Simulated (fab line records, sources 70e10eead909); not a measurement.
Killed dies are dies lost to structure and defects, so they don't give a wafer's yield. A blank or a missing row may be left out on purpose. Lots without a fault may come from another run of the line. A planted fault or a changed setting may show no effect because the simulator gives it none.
Which tool did it? | flow nand_harc | 6 lots, 16 wafers sampled, at 5 steps of a route of 1159

WHAT THE GAUGES READ, wafer by wafer
NHARC_END_SORT_01.
lot  | measured     | on        | killed_at_array
L799 | day 21 18:49 | prober-02 | 92 31
L802 | day 22 02:42 | prober-02 | 73 65

WHICH TOOL RAN EACH LOT (tool, then ch and the chambers of the sampled wafers, then the start)
lot  | NHARC_A_STAIRCASE_TRIM_202                    | NHARC_A_STAIRCASE_DESCUM_219     | NHARC_A_STAIRCASE_ETCH_221                    | NHARC_A_STAIRCASE_TRIM_235
L792 | rie_diel-06 ch 0,1, day 11 14:49 or earlier   | rie_diel-13 ch 0,1, day 11 14:49 | rie_diel-13 ch 1,2, day 11 18:06 or earlier   | rie_diel-13 ch 0,1, day 11 18:06
L793 | rie_diel-13 ch 0,1,2, day 12 02:29 or earlier | rie_diel-06 ch 2,3, day 12 02:29 | rie_diel-06 ch 1,2, day 12 04:32 or earlier   | rie_diel-06 ch 2,3, day 12 04:32
L799 | rie_diel-06 ch 0,3, day 13 09:29 or earlier   | rie_diel-06 ch 0,2, day 13 09:29 | rie_diel-06 ch 2,3, day 13 11:29 or earlier   | rie_diel-06 ch 2,3, day 13 11:29
L802 | rie_diel-07 ch 1,2, day 14 06:29 or earlier   | rie_diel-06 ch 0,1, day 14 06:29 | rie_diel-06 ch 0,2, day 14 08:19 or earlier   | rie_diel-06 ch 1,2, day 14 08:19
L807 | rie_diel-07 ch 0,2,3, day 14 23:04 or earlier | rie_diel-06 ch 1,3, day 14 23:04 | rie_diel-06 ch 0,1,3, day 15 00:59 or earlier | rie_diel-07 ch 1,2, day 15 00:59
L810 | rie_diel-13 ch 0,1,2, day 16 07:25 or earlier | rie_diel-07 ch 0,3, day 16 07:25 | rie_diel-07 ch 0,3, day 16 09:19 or earlier   | rie_diel-13 ch 0,1,3, day 16 09:19
- NHARC_A_STAIRCASE_TRIM_202: chemistry O2, time 211.2 s.
- NHARC_A_STAIRCASE_DESCUM_219: chemistry O2, time 3 s.
- NHARC_A_STAIRCASE_ETCH_221: etches the open film in C4F8/O2, target depth 100 nm, time 40.5 s.
- NHARC_A_STAIRCASE_TRIM_235: chemistry O2, time 211.2 s.

THE ANSWER, worked out from the rows above alone
Rule: what is usual is taken from the lots themselves. Put in order of their means at a reading, lots are off if they are a third of the lots or fewer, leave a main group of 4 or more, and stand apart from it by a gap of 3 or more times the standard deviation of the main group's means; of several such gaps the widest counts. A main group whose means are all the same, to the digits that the tables above print for the reading, isn't used. A lot without any number at a reading at which 4 lots or more have one is off too. The other lots that the step has rows for count as sound.
No lot is off at any reading shown: from this, nothing can be told.

WHAT THE SIMULATOR HAD PUT IN
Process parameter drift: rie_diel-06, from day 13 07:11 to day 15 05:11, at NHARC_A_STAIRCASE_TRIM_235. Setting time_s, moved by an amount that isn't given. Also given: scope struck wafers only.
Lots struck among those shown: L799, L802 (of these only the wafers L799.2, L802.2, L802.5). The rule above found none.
